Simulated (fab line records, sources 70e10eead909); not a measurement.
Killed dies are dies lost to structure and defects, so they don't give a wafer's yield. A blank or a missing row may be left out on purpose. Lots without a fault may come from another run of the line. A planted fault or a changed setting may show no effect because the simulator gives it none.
A struck lot beside a sound one | flow nand_harc | 13 steps out of a route of 1159
Sound: wafers L877.1, L877.3, L877.4. Struck: wafers L886.3, L886.4, L886.5. The cause comes at the end.
At each step with rows: each side's tool, then ch and its chambers, then its first start. Under that, the readings that differ: sound wafers | struck wafers | difference of the means | sigmas: that difference in standard deviations of wafers without a fault.
alike: readings whose means differ by less than 2 such deviations, and words and numbers that are the same on both sides. not compared: withheld readings, readings that some wafer has no value for, bounds like >300 that may hide the same value, and numbers for which the record gives no deviation and whose values overlap.
The two part at a step that has a row with sigmas, a row that says differs or no value, or rows on one side only. Numbers that don't overlap but have no deviation are shown without sigmas and don't part them. A reading that every wafer of one side lacks parts them only if that side has two wafers or more.

first, 1 step without rows for these wafers: NHARC_A_ONON_D1_DEP_03 (target thk 1000 nm).
NHARC_A_ONON_D1_THK_MEAS_05: measures by ellipsometry.
  sound on film_metro-02, day 8 05:08; struck on film_metro-02, day 10 00:25
  alike: thk_nm
then, 1 step without rows for these wafers: NHARC_A_ONON_D1_DEP_06 (target thk 1000 nm).
NHARC_A_ONON_D1_THK_MEAS_08: measures by ellipsometry.
  sound on film_metro-02, day 8 05:42; struck on film_metro-02, day 10 00:59
  alike: thk_nm
then, 1 step without rows for these wafers: NHARC_A_ONON_D1_DEP_09 (target thk 1000 nm).
NHARC_A_ONON_D1_THK_MEAS_11: measures by ellipsometry.
  sound on film_metro-01, day 8 06:16; struck on film_metro-01, day 10 01:33
  alike: thk_nm
then, 1 step without rows for these wafers: NHARC_A_ONON_D1_DEP_12 (target thk 1000 nm).
NHARC_A_ONON_D1_THK_MEAS_14: measures by ellipsometry.
  sound on film_metro-02, day 8 06:50; struck on film_metro-02, day 10 02:07
  alike: thk_nm
then, 2 steps without rows for these wafers: NHARC_A_ONON_D1_ANNEAL_15 (time 3600 s); NHARC_A_ONON_D1_DEP_16 (target thk 1000 nm).
NHARC_A_ONON_D1_THK_MEAS_18: measures by ellipsometry.
  sound on film_metro-02, day 8 14:01; struck on film_metro-02, day 10 09:49
  alike: thk_nm
NHARC_A_ONON_D1_DEP_19: target thk 1000 nm.
  sound on pecvd_onon-01 ch 0, day 8 14:04; struck on pecvd_onon-01, day 10 09:59
  no value came back on the struck wafers for n2_flow_sccm (sccm), n2o_flow_sccm (sccm); on the sound wafers n2_flow_sccm (sccm) reads 2746 2751 2736
-- the record jumps here: 11 days lie between the struck wafers' starts before and after (it left off in module A_ONON_D1 and takes up again in module END, whose first step shown is number 1159 of the route) --
NHARC_END_SORT_01:
  sound on prober-02 ch 0, day 20 04:55; struck on prober-01 ch 0, day 21 18:52
  reading         | sound    | struck      | difference | sigmas
  killed_at_array | 33 26 31 | 671 675 673 | +643       | +54
  killed_dies     | 41 31 39 | 677 677 677 | +640       | +53
  alike: killed_at_other, killed_at_periphery, killed_open, killed_short

WHERE THEY PART
First at NHARC_A_ONON_D1_DEP_19; last, within this record, at NHARC_END_SORT_01.

WHY: what the simulator had put in
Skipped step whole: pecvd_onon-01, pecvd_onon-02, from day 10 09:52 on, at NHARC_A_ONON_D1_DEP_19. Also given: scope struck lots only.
